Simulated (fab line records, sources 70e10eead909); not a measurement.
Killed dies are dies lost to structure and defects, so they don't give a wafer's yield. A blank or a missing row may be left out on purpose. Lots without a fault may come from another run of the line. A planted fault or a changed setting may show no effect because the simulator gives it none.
Chamber matching | flow nand_harc | NHARC_A_STAIRCASE_ALD_420 on ald_hk-02: 4 sister chambers
The step deposits SiO2, target thk 20 nm, pulse time 6 s, ald cycles 200. 24 wafers are shown with their chamber, then 12 later ones without.

WAFERS WITH THEIR CHAMBER
wafer  | chamber | heater_power_w (W) | heater_power_outer_w (W) | precursor_pulse_height_rel
L075.2 | 1       | 480                | 262                      | 0.997
L075.4 | 2       | 488                | 280                      | 0.993
L075.5 | 3       | 473                | 265                      | 1.007
L076.3 | 1       | 487                | 259                      | 1.001
L076.4 | 3       | 468                | 264                      | 1.009
L076.5 | 3       | 465                | 270                      | 0.984
L079.1 | 1       | 487                | 260                      | 1.006
L079.3 | 2       | 492                | 282                      | 1.014
L079.4 | 3       | 478                | 266                      | 1.012
L081.1 | 0       | 524                | 289                      | 0.981
L081.2 | 3       | 472                | 262                      | 0.991
L081.3 | 1       | 486                | 269                      | 0.990
L083.2 | 2       | 479                | 284                      | 0.989
L083.4 | 3       | 472                | 266                      | 1.007
L083.6 | 0       | 518                | 288                      | 0.970
L084.2 | 2       | 493                | 292                      | 1.016
L084.4 | 3       | 471                | 264                      | 0.973
L084.6 | 0       | 532                | 287                      | 1.034
L086.3 | 0       | 527                | 288                      | 0.972
L086.4 | 1       | 497                | 265                      | 0.995
L086.6 | 2       | 477                | 287                      | 1.002
L087.2 | 0       | 541                | 304                      | 0.969
L087.5 | 2       | 494                | 285                      | 1.005
L087.6 | 3       | 466                | 267                      | 1.004

SIGNATURES (means of the wafers above)
reading                    | chamber 0 | chamber 1 | chamber 2 | chamber 3 | scatter within a chamber
heater_power_w             | 528.40    | 487.40    | 487.17    | 470.62    | 6.52
heater_power_outer_w       | 291.20    | 263.00    | 285.00    | 265.50    | 4.48
precursor_pulse_height_rel | 0.98520   | 0.99780   | 1.00317   | 0.99838   | 0.0161
Rule: a wafer's distance from a chamber is the root of the sum, over the readings, of the square of ((its reading less the chamber's mean) divided by the reading's scatter). The wafer belongs to the nearest chamber; if the next one is less than 2 further off, it can't be placed. The scatter: the root of (the sum of the squares of (reading less its chamber's mean) over the shown wafers, divided by (wafers less chambers)).

WAFERS WITHOUT THEIR CHAMBER
wafer  | heater_power_w (W) | heater_power_outer_w (W) | precursor_pulse_height_rel
L089.1 | 502                | 271                      | 1.030
L089.3 | 516                | 288                      | 0.989
L089.6 | 518                | 285                      | 0.984
L090.3 | 496                | 276                      | 0.987
L090.4 | 488                | 285                      | 0.987
L090.5 | 533                | 277                      | 1.038
L092.1 | 449                | 255                      | 1.041
L092.3 | 483                | 295                      | 0.980
L092.6 | 503                | 279                      | 1.036
L093.3 | 501                | 279                      | 1.011
L093.4 | 504                | 302                      | 1.014
L093.5 | 488                | 289                      | 0.948

WHICH CHAMBER EACH WENT THROUGH
wafer  | from the rows above          | in truth
L089.1 | can't be placed: 1 or 2 or 3 | 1
L089.3 | 0                            | 0
L089.6 | 0                            | 0
L090.3 | can't be placed: 2 or 1 or 3 | 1
L090.4 | 2                            | 2
L090.5 | 0                            | 0
L092.1 | can't be placed: 3 or 1      | 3
L092.3 | 2                            | 2
L092.6 | can't be placed: 2 or 1      | 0
L093.3 | can't be placed: 2 or 1      | 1
L093.4 | can't be placed: 2 or 0      | 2
L093.5 | 2                            | 2
Placed correctly: 6 of 12. Can't be placed from these rows: 6 (the true chamber is among the candidates in 5). Placed wrongly: 0.
